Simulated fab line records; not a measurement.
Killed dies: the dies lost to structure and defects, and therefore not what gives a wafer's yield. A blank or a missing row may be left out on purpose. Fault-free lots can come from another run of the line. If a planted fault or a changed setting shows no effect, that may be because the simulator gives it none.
fab line records	flow n5-finfet
[record] lots = 8	wafers = 24	last-day = 17
route steps=1938 shown BEOL_M4@1111 BEOL_M8@1365 PASSIVATION@1936
lots untouched by any fault: they come from a run of this same line in which no faults occurred
start-h: hours from the record's opening day to when the first of the lot's shown wafers began	wait-h: time in hours since the lot's previous step	" unchanged from the row above	L1.1+2: a single row standing in for several wafers	- no value, or no start was given	* or withheld: withheld	< > ~ a bound
route shown NAME@n: names a module that has steps shown in the file, with the first one's number in the route	usual: mean/standard deviation of fault-free wafers	same: alike in all rows	chamber/n: place in a boat	sites: each site's reading	_std_site: standard deviation across them	_edge_site: inner sites' mean taken away from outer sites' mean	radius-mm: for every site, how far away it sits from the centre of the wafer	mask NAME#n: copy n	behind: the most recent tool/chamber to have shaped the wafer	hold: cause of the lot's hold/its duration in hours/its outcome	device: the transistor (n, p or np) that didn't switch	end of line: tests run on the same wafers once the route is complete	for a step that has no rows: nothing shown but its recipe	killed: dies that structure and defects cost at the first sort, which is not the same as the wafer's yield	map: a wafer's dies, x killed, . not, _ none there
set.NAME: the setting that was run; set.NAME@STEP: the one run at that earlier step	model.NAME: the simulator's own value behind a step, which no gauge read
one table for each step of the route and one row for each wafer, over a sample of lots
services: the hour from which a tool's chamber was out of use, counted from the record's first day as start-h (under 0 if before that day), plus the number of hours and why
[[steps]]
[step N5_BEOL_M4_RC_MEAS_101]
[usual] DIBL_N = 35.8/1.6	DIBL_P = 36.0/2.1	IOFF_N = 0.153/0.026	IOFF_P = 0.21/0.037	ION_N = 673/11	ION_P = 462/7.6	SS_N = 71.4/0.53	SS_P = 73.2/0.67	VT_N = 250/3.2	VT_P = -250/3.7
lot.wafer	tool	chamber	start-h	wait-h	DIBL_N[mV/V]	DIBL_P[mV/V]	IOFF_N[nA/um]	IOFF_P[nA/um]	ION_N[uA/um]	ION_P[uA/um]	SS_N[mV/dec]	SS_P[mV/dec]	VT_N[mV]	VT_P[mV]
L823.1	prober-01	0	207.77	0.0	33.7	33.4	0.121	0.17	658	458	70.6	72.8	253	-255
L823.3	"	0	"	"	33.4	32.9	0.111	0.15	653	450	70.4	72.2	254	-253
L823.5	"	0	"	"	31.5	30.3	0.091	0.13	647	445	70.2	72.0	256	-257
L824.2	prober-02	0	211.20	0.2	33.3	32.7	0.107	0.16	663	457	71.0	72.5	257	-256
L824.3	"	0	"	"	36.3	35.2	0.143	0.18	666	453	71.6	73.1	254	-251
L824.5	"	0	"	"	35.0	33.4	0.119	0.17	652	448	71.0	73.6	255	-253
L825.2	prober-01	0	224.95	0.2	35.2	35.2	0.136	0.18	671	462	71.4	73.4	250	-252
L825.3	"	0	"	"	35.3	35.7	0.153	0.20	688	468	70.8	72.8	249	-249
L825.6	"	0	"	"	36.4	37.6	0.168	0.22	688	469	71.9	72.6	246	-248
L829.2	prober-01	0	251.81	0.2	34.2	35.2	0.139	0.20	672	467	71.2	72.5	252	-251
L829.3	"	0	"	"	34.2	34.9	0.136	0.21	676	472	71.8	72.8	253	-248
L829.5	"	0	"	"	35.0	35.9	0.168	0.23	678	466	71.3	73.4	247	-249
L832.1	prober-02	0	269.28	0.0	35.6	34.1	0.139	0.19	669	461	71.6	73.0	252	-252
L832.5	"	0	"	"	37.7	36.3	0.164	0.22	667	461	71.1	73.8	252	-251
L832.6	"	0	"	"	36.3	34.5	0.134	0.19	669	459	71.4	73.2	251	-249
L836.2	prober-02	0	285.42	0.2	33.9	35.1	0.134	0.19	659	463	70.9	73.0	254	-250
L836.5	"	0	"	"	35.2	36.3	0.168	0.23	673	466	71.8	73.2	248	-246
L836.6	"	0	"	"	35.8	37.1	0.181	0.23	680	460	72.2	73.5	249	-246
L835.3	prober-01	0	289.61	0.3	36.5	36.6	0.159	0.20	669	459	71.4	73.7	253	-251
L835.5	"	0	"	"	37.5	37.0	0.174	0.21	680	464	72.2	73.4	250	-249
L835.6	"	0	"	"	34.7	35.0	0.136	0.18	661	460	70.6	72.9	253	-254
L837.1	prober-02	0	302.40	0.0	37.5	38.2	0.156	0.21	668	458	71.6	73.6	251	-251
L837.2	"	0	"	"	38.3	39.0	0.157	0.24	672	469	71.8	74.3	252	-250
L837.4	"	0	"	"	38.3	38.8	0.167	0.22	674	458	71.5	73.8	248	-249
[step N5_BEOL_M8_CD_MEAS_28]
[recipe] target-cd-nm = 40	landing-energy-ev = 500	detector = se-inlens
[usual] cd-nm = 40.02/0.27
lot.wafer	tool	chamber	start-h	wait-h	cd-nm
L824.2	cd-sem-03	0	243.24	-	39.53
L824.3	"	0	"	"	40.07
L824.5	"	0	"	"	39.32
L823.1	cd-sem-02	0	243.28	-	39.41
L823.3	"	0	"	"	39.67
L823.5	"	0	"	"	39.63
L825.2	cd-sem-01	0	255.68	-	40.01
L825.3	"	0	"	"	39.72
L825.6	"	0	"	"	39.78
L829.2	cd-sem-03	0	287.22	-	39.69
L829.3	"	0	"	"	40.07
L829.5	"	0	"	"	40.06
L832.1	cd-sem-03	0	304.06	-	40.26
L832.5	"	0	"	"	40.05
L832.6	"	0	"	"	40.07
L836.2	cd-sem-02	0	320.50	-	40.42
L836.5	"	0	"	"	40.40
L836.6	"	0	"	"	40.09
L835.3	cd-sem-03	0	322.78	-	40.35
L835.5	"	0	"	"	39.86
L835.6	"	0	"	"	40.11
L837.1	cd-sem-02	0	339.37	-	40.84
L837.2	"	0	"	"	40.12
L837.4	"	0	"	"	40.02
[step N5_BEOL_M8_OVL_MEAS_29]
[recipe] points-per-wafer = 522
[usual] V7_OVL = -0.3/0.66
[same] points-per-wafer = 522
lot.wafer	tool	chamber	start-h	wait-h	V7_OVL[nm]
L824.2	overlay-01	0	243.27	0.0	0.0
L824.3	"	0	"	"	-0.6
L824.5	"	0	"	"	-0.3
L823.1	overlay-01	0	243.31	0.0	0.3
L823.3	"	0	"	"	0.6
L823.5	"	0	"	"	0.8
L825.2	overlay-01	0	255.71	0.0	-1.0
L825.3	"	0	"	"	-0.7
L825.6	"	0	"	"	-0.8
L829.2	overlay-01	0	287.25	0.0	-2.4
L829.3	"	0	"	"	-1.0
L829.5	"	0	"	"	-1.2
L832.1	overlay-01	0	304.09	0.0	1.0
L832.5	"	0	"	"	0.4
L832.6	"	0	"	"	1.4
L836.2	overlay-01	0	320.53	0.0	-0.6
L836.5	"	0	"	"	0.4
L836.6	"	0	"	"	0.1
L835.3	overlay-01	0	322.82	0.0	0.6
L835.5	"	0	"	"	0.0
L835.6	"	0	"	"	0.0
L837.1	overlay-01	0	339.40	0.0	-0.8
L837.2	"	0	"	"	-0.4
L837.4	"	0	"	"	-0.1
[step N5_BEOL_M8_ETCH_65]
[recipe] chemistry = CF4	target = SiARC	target-depth-a = 156	mask-material = CAR-EUV	time-s = 26	ion-energy-ev = 80	pressure-mtorr = 40	source-w = 545	bias-w = 36	Ar_flow_sccm = 100	cf4-flow-sccm = 100	ends = cleared
[usual] bias-w = 35.99/0.11	cf4-flow-sccm = 100.01/0.27	drypump-motor-current-A = 5.6/0.54	etch-rf-on-time-s = 26.2/0.46	mfc-ar-sccm = 100.0/0.3	oes-product-au = 0.67/0.078	rf-vpp-V = 184.3/1.1	showerhead-plenum-p-Torr = 2.15/0.059	throttle-valve-pct = 15.66/0.24
lot.wafer	tool	chamber	start-h	wait-h	bias-w	cf4-flow-sccm	drypump-motor-current-A	etch-rf-on-time-s	mfc-ar-sccm	oes-product-au	rf-hours-counter-h	rf-vpp-V	showerhead-plenum-p-Torr	throttle-valve-pct
L824.2	rie-diel-06	1	244.07	0.0	-	-	-	-	-	-	-	-	-	-
L824.3	"	0	"	"	-	-	-	-	-	-	-	-	-	-
L824.5	"	1	"	"	-	-	-	-	-	-	-	-	-	-
L823.1	rie-diel-05	2	244.13	0.0	-	-	-	-	-	-	-	-	-	-
L823.3	"	0	"	"	-	-	-	-	-	-	-	-	-	-
L823.5	"	3	"	"	-	-	-	-	-	-	-	-	-	-
L825.2	rie-diel-06	3	255.85	0.0	-	-	-	-	-	-	-	-	-	-
L825.3	"	0	"	"	-	-	-	-	-	-	-	-	-	-
L825.6	"	0	"	"	-	-	-	-	-	-	-	-	-	-
L829.2	rie-diel-06	1	287.39	0.0	35.98	100.54	5.2	26.4	99.4	0.61	187	184.5	2.14	15.61
L829.3	"	3	"	"	35.86	99.91	5.8	26.3	100.3	0.60	199	182.6	2.12	15.94
L829.5	"	1	"	"	35.94	100.05	5.2	26.5	99.6	0.61	-	184.2	2.14	15.61
L832.1	rie-diel-06	0	304.24	0.0	35.86	100.13	4.9	25.8	100.6	0.68	89	183.9	2.08	15.68
L832.5	"	3	"	"	35.98	100.50	5.8	26.1	100.4	0.60	-	183.4	2.12	15.95
L832.6	"	0	"	"	35.98	99.87	4.9	25.8	100.3	0.67	-	183.2	2.08	15.67
L836.2	rie-diel-06	3	320.75	0.0	35.75	100.49	5.8	26.0	99.9	0.60	211	183.6	2.12	15.98
L836.5	"	3	"	"	35.84	100.09	5.8	26.1	100.3	0.59	-	183.7	2.12	15.95
L836.6	"	0	"	"	35.85	99.90	4.9	25.7	100.2	0.67	-	184.8	2.08	15.69
L835.3	rie-diel-05	3	323.37	0.0	36.15	99.80	5.7	26.5	99.6	0.67	105	184.7	2.24	15.39
L835.5	"	2	"	"	35.98	99.89	5.1	25.5	99.7	0.82	-	185.3	2.19	15.56
L835.6	"	1	"	"	35.94	100.63	5.7	26.4	100.4	0.63	-	184.9	2.23	15.86
L837.1	rie-diel-05	3	339.54	0.0	35.81	99.88	5.7	26.2	99.9	0.67	109	184.9	2.24	15.39
L837.2	"	0	"	"	35.92	99.49	6.6	25.6	100.0	0.78	37	183.5	2.10	15.22
L837.4	"	2	"	"	36.10	99.86	5.1	25.5	100.4	0.81	18	184.7	2.19	15.55
[step N5_BEOL_M8_ETCH_66]
[recipe] chemistry = N2/H2	target = SOC	target-depth-a = 800	overetch-a = 160	mask-material = SiARC	temp-c = 40	time-s = 120	ion-energy-ev = 200	pressure-mtorr = 30	source-w = 840	bias-w = 150	n2-flow-sccm = 200	h2-flow-sccm = 200
[usual] bias-w = 150.1/0.46	chamber-pressure-mTorr = 30.00/0.035	drypump-motor-current-A = 5.7/0.54	oes-product-au = 0.61/0.067	rf-vpp-V = 524.4/2.2	showerhead-plenum-p-Torr = 2.55/0.076	throttle-valve-pct = 17.81/0.23
lot.wafer	tool	chamber	start-h	wait-h	bias-w	chamber-pressure-mTorr	drypump-motor-current-A	oes-product-au	rf-hours-counter-h	rf-vpp-V	showerhead-plenum-p-Torr	throttle-valve-pct
L824.2	rie-diel-06	1	244.10	0.0	150.3	30.02	5.2	0.28	171	523.2	2.52	17.55
L824.3	"	0	"	"	150.0	29.99	4.9	0.30	68	522.3	2.48	17.74
L824.5	"	1	"	"	150.3	29.95	5.2	0.28	-	523.6	2.52	17.55
L823.1	rie-diel-05	2	244.16	0.0	149.7	30.00	5.2	0.26	244	525.3	2.62	18.09
L823.3	"	0	"	"	150.8	30.05	6.6	0.37	2	522.1	2.50	17.45
L823.5	"	3	"	"	149.8	29.98	5.7	0.30	-	527.8	2.68	17.46
L825.2	rie-diel-06	3	255.88	0.0	149.3	30.00	5.8	0.27	187	522.5	2.53	18.01
L825.3	"	0	"	"	149.1	29.99	4.9	0.31	72	521.1	2.47	17.74
L825.6	"	0	"	"	149.5	30.02	4.9	0.31	-	522.0	2.47	17.73
L829.2	rie-diel-06	1	287.42	0.0	149.7	30.02	5.2	0.56	187	522.4	2.52	17.62
L829.3	"	3	"	"	150.5	30.04	5.8	0.54	199	524.5	2.52	18.07
L829.5	"	1	"	"	150.0	30.01	5.2	0.56	-	523.2	2.52	17.62
L832.1	rie-diel-06	0	304.26	0.0	149.8	29.99	4.9	0.61	89	522.7	2.47	17.82
L832.5	"	3	"	"	149.4	30.01	5.8	0.54	-	523.5	2.52	18.09
L832.6	"	0	"	"	150.1	29.97	4.9	0.61	-	521.6	2.47	17.83
L836.2	rie-diel-06	3	320.78	0.0	149.6	30.01	5.8	0.54	211	522.8	2.52	18.11
L836.5	"	3	"	"	149.2	30.03	5.8	0.53	-	523.5	2.52	18.11
L836.6	"	0	"	"	150.1	30.02	4.9	0.60	-	522.4	2.46	17.84
L835.3	rie-diel-05	3	323.40	0.0	150.4	30.03	5.7	0.60	105	526.5	2.66	17.55
L835.5	"	2	"	"	150.2	29.95	5.1	0.73	-	527.5	2.61	17.80
L835.6	"	1	"	"	150.1	30.01	5.7	0.57	-	527.3	2.65	18.06
L837.1	rie-diel-05	3	339.57	0.0	149.0	30.02	5.7	0.60	109	529.2	2.66	17.57
L837.2	"	0	"	"	150.1	29.95	6.6	0.69	37	523.0	2.48	17.56
L837.4	"	2	"	"	149.8	29.97	5.1	0.71	18	524.5	2.61	17.80
[step N5_BEOL_M8_STRIP_36]
[recipe] chemistry = N2/H2	power-w = 450	temp-c = 40	pressure-mtorr = 20	rf-frequency-hz = 6e+07	overash-fraction = 0.3	bias-power-w = 7	h2-frac = 0.5	n2-flow-sccm = 200	h2-flow-sccm = 200
[usual] drypump-motor-current-A = 5.7/0.54	oes-product-au = 0.79/0.091	rf-vpp-V = 59.3/1.4	showerhead-plenum-p-Torr = 2.55/0.076	throttle-valve-pct = 23.58/0.26
lot.wafer	tool	chamber	start-h	wait-h	drypump-motor-current-A	oes-product-au	rf-hours-counter-h	rf-vpp-V	showerhead-plenum-p-Torr	throttle-valve-pct
L824.2	rie-diel-06	1	244.26	0.0	5.2	0.73	171	60.5	2.52	23.21
L824.3	"	0	"	"	4.9	0.83	68	57.5	2.47	23.60
L824.5	"	1	"	"	5.1	0.73	-	59.2	2.52	23.25
L823.1	rie-diel-05	2	244.31	0.0	5.1	0.68	244	60.1	2.61	23.80
L823.3	"	0	"	"	6.6	1.01	2	58.2	2.49	23.54
L823.5	"	3	"	"	5.7	0.83	-	58.7	2.67	23.27
L825.2	rie-diel-06	3	256.03	0.0	5.8	0.72	187	58.9	2.53	23.75
L825.3	"	0	"	"	4.9	0.83	72	61.3	2.47	23.58
L825.6	"	0	"	"	4.9	0.82	-	58.8	2.47	23.63
L829.2	rie-diel-06	1	287.57	0.0	5.1	0.72	187	59.1	2.51	23.25
L829.3	"	3	"	"	5.8	0.71	199	60.5	2.52	23.78
L829.5	"	1	"	"	5.2	0.72	-	60.1	2.51	23.26
L832.1	rie-diel-06	0	304.42	0.0	4.9	0.81	89	59.2	2.46	23.62
L832.5	"	3	"	"	5.8	0.70	-	58.7	2.52	23.78
L832.6	"	0	"	"	4.9	0.80	-	56.1	2.46	23.64
L836.2	rie-diel-06	3	320.93	0.0	5.8	0.69	211	57.1	2.52	23.82
L836.5	"	3	"	"	5.8	0.70	-	58.6	2.52	23.81
L836.6	"	0	"	"	4.9	0.79	-	59.5	2.46	23.64
L835.3	rie-diel-05	3	323.55	0.0	5.7	0.79	105	58.3	2.66	23.33
L835.5	"	2	"	"	5.1	0.96	-	59.0	2.61	23.65
L835.6	"	1	"	"	5.8	0.74	-	60.3	2.64	23.91
L837.1	rie-diel-05	3	339.72	0.0	5.7	0.80	109	58.8	2.66	23.31
L837.2	"	0	"	"	6.6	0.89	37	58.8	2.48	23.53
L837.4	"	2	"	"	5.1	0.96	18	59.7	2.60	23.65
[step N5_PASSIVATION_PROBE_49]
[usual] defect-limited-yield = 91.3/1.5	killed_at_M0_to_M3 = 33/12	killed_at_M4_up = 13/5.2	killed-at-contacts = 13/6.7	killed-at-front-end = 40/11	killed-at-other = 4.1/2.7	killed-dies = 103/17	killed-on-rim = 14/4.2	killed-open = 69/13	killed-short = 33/8.4	sort_bin_5_function = 5.1/1	sort_bin_6_memory = 3.2/0.62	sort-n-pass = 1077/17	sort-yield-pct = 91.3/1.5
[same] gross-dies = 1180	killed-at-back-side = 0	sort_bin_4_leakage[%] = 0	sort_bin_8_speed[%] = 0
lot.wafer	tool	chamber	start-h	wait-h	defect-limited-yield[%]	killed_at_M0_to_M3	killed_at_M4_up	killed-at-contacts	killed-at-front-end	killed-at-other	killed-dies	killed-on-rim	killed-open	killed-short	sort_bin_5_function[%]	sort_bin_6_memory[%]	sort-n-pass	sort-yield-pct[%]
L823.1	prober-01	-	316.66	0.0	0	35	1095	12	38	0	1180	152	66	31	96.8	3.1	0	0
L823.3	prober-01	-	316.76	0.1	0	38	1066	19	54	3	1180	152	87	44	95.1	4.4	0	0
L823.5	prober-01	-	316.86	0.2	0	32	1081	31	36	0	1180	152	80	37	96.3	3.5	0	0
L824.2	prober-02	-	319.40	0.1	0	23	1085	12	57	3	1180	152	74	35	96.4	3.1	0	0
L824.3	prober-02	-	319.45	0.1	0	46	1074	13	46	1	1180	152	83	37	96.7	3.2	0	0
L824.5	prober-02	-	319.55	0.2	0	15	1100	11	52	2	1180	152	56	30	97.6	2.1	0	0
L825.2	prober-01	-	325.53	0.1	0	18	1098	14	42	8	1180	152	55	38	96.9	2.7	0	0
L825.3	prober-01	-	325.58	0.1	0	25	1105	8	34	8	1180	152	52	33	96.4	3.5	0	0
L825.6	prober-01	-	325.73	0.3	0	21	1109	18	28	4	1180	152	37	40	96.8	3.0	0	0
// killed by level:class
L823.1 BEOL_M8:area-etch=1083 STI_FIN_REVEAL:geometric-particle:open=12 BEOL_M0_SAQP:geometric-particle:short=11 FIN_SAQP:geometric-particle:open=7 DUMMY_GATE:geometric-particle:open=6 MOL_CONTACT_COAG:geometric-particle:open=6 MOL_CONTACT_COAG:geometric-particle:short=6 ILD0:geometric-particle:open=5
L823.3 BEOL_M8:area-etch=1049 MOL_CONTACT_COAG:geometric-particle:open=14 DUMMY_GATE:geometric-particle:open=12 BEOL_M0_SAQP:geometric-particle:open=12 FIN_SAQP:geometric-particle:short=9 STI_FIN_REVEAL:geometric-particle:open=9 BEOL_M0_SAQP:geometric-particle:short=8 BEOL_M4:geometric-particle:open=7
L823.5 BEOL_M8:area-etch=1062 MOL_CONTACT_COAG:geometric-particle:open=27 FIN_SAQP:geometric-particle:open=10 BEOL_M1:geometric-particle:open=9 FIN_SAQP:geometric-particle:short=8 BEOL_M4:geometric-particle:short=8 BEOL_M4:geometric-particle:open=7 BEOL_M2:geometric-particle:open=6
L824.2 BEOL_M8:area-etch=1071 FIN_SAQP:geometric-particle:open=23 FIN_SAQP:geometric-particle:short=12 MOL_CONTACT_COAG:geometric-particle:open=9 STI_FIN_REVEAL:geometric-particle:open=7 GATE_CUT:geometric-particle:short=5 BEOL_M0_SAQP:geometric-particle:open=5 BEOL_M0_SAQP:geometric-particle:short=5
L824.3 BEOL_M8:area-etch=1057 FIN_SAQP:geometric-particle:short=16 BEOL_M0_SAQP:geometric-particle:open=12 BEOL_M3:geometric-particle:open=12 FIN_SAQP:geometric-particle:open=10 MOL_CONTACT_COAG:geometric-particle:open=9 STI_FIN_REVEAL:geometric-particle:open=8 BEOL_M2:geometric-particle:open=7
L824.5 BEOL_M8:area-etch=1094 FIN_SAQP:geometric-particle:open=17 MOL_CONTACT_COAG:geometric-particle:open=11 STI_FIN_REVEAL:geometric-particle:open=8 GATE_CUT:geometric-particle:short=8 FIN_SAQP:geometric-particle:short=6 GATE_CUT:geometric-particle:open=3 BEOL_M0_SAQP:geometric-particle:short=3
L825.2 BEOL_M8:area-etch=1087 FIN_SAQP:geometric-particle:open=14 MOL_CONTACT_COAG:geometric-particle:open=9 BEOL_M0_SAQP:geometric-particle:open=8 BEOL_M0_SAQP:geometric-particle:short=6 MOL_CONTACT_COAG:geometric-particle:short=5 FIN_SAQP:geometric-particle:short=4 STI_FIN_REVEAL:geometric-particle:open=4
L825.3 BEOL_M8:area-etch=1093 STI_FIN_REVEAL:geometric-particle:open=9 MOL_CONTACT_COAG:geometric-particle:short=6 BEOL_M0_SAQP:geometric-particle:short=6 DUMMY_GATE:geometric-particle:open=5 BEOL_M0_SAQP:geometric-particle:open=5 BEOL_M2:geometric-particle:open=5 GATE_CUT:geometric-particle:open=4
L825.6 BEOL_M8:area-etch=1102 MOL_CONTACT_COAG:geometric-particle:short=12 STI_FIN_REVEAL:geometric-particle:open=7 MOL_CONTACT_COAG:geometric-particle:open=6 STARTING-WAFER:geometric-particle:short=6 BEOL_M0_SAQP:geometric-particle:short=5 BEOL_M2:geometric-particle:open=5 GATE_CUT:geometric-particle:short=4
[[services]]
tool	chamber	start-h	hours	kind
rie-diel-06	-	229.49	2.8	pm
rie-diel-06	2	245.69	-	clean
rie-diel-06	2	245.69	-	consumable-replace:focus-ring
rie-diel-06	2	245.69	18.1	scheduled-down
rie-diel-06	2	245.69	18.1	vent-cycle
rie-diel-05	1	251.98	3.1	repair
rie-diel-05	2	263.06	-	clean
rie-diel-05	2	263.06	-	consumable-replace:focus-ring
rie-diel-05	2	263.06	23.8	scheduled-down
rie-diel-05	2	263.06	23.8	vent-cycle
rie-diel-06	3	325.99	4.0	repair
rie-diel-06	2	334.33	4.9	repair
[[key]]
[first-sign] step = N5_BEOL_M8_ETCH_65	reading = tool-record	direction = missing
[effect] step = N5_BEOL_M8_ETCH_66	reading = oes-product-au	direction = down	sigmas = 4.6	usual = 0.61	struck = 0.30
[effect] step = N5_PASSIVATION_PROBE_49	reading = killed_at_M4_up	direction = up	sigmas = 99+	usual = 13	struck = 1090
[more-kills-born-at] N5_BEOL_M8_ETCH_65@rie-diel-06 = 6504	N5_BEOL_M8_ETCH_65@rie-diel-05 = 3194
met-at N5_BEOL_M8_ETCH_65
struck-lots L823,L824,L825
later-rows-left-out L823.1,L823.3,L823.5,L824.2,L824.3,L824.5,L825.2,L825.3,L825.6
not-acting-at N5_BEOL_M8_CD_MEAS_28,N5_BEOL_M8_OVL_MEAS_29,N5_BEOL_M8_STRIP_36
[fault] kind = skipped-step-whole	tool = rie-diel-05,rie-diel-06	chamber = -	onset-h = 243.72	steps = N5_BEOL_M8_ETCH_65	scope = struck-lots-only
// later-rows-left-out: the simulator's readings of these wafers behind a module that went badly wrong aren't trusted and aren't shown, but for the sort
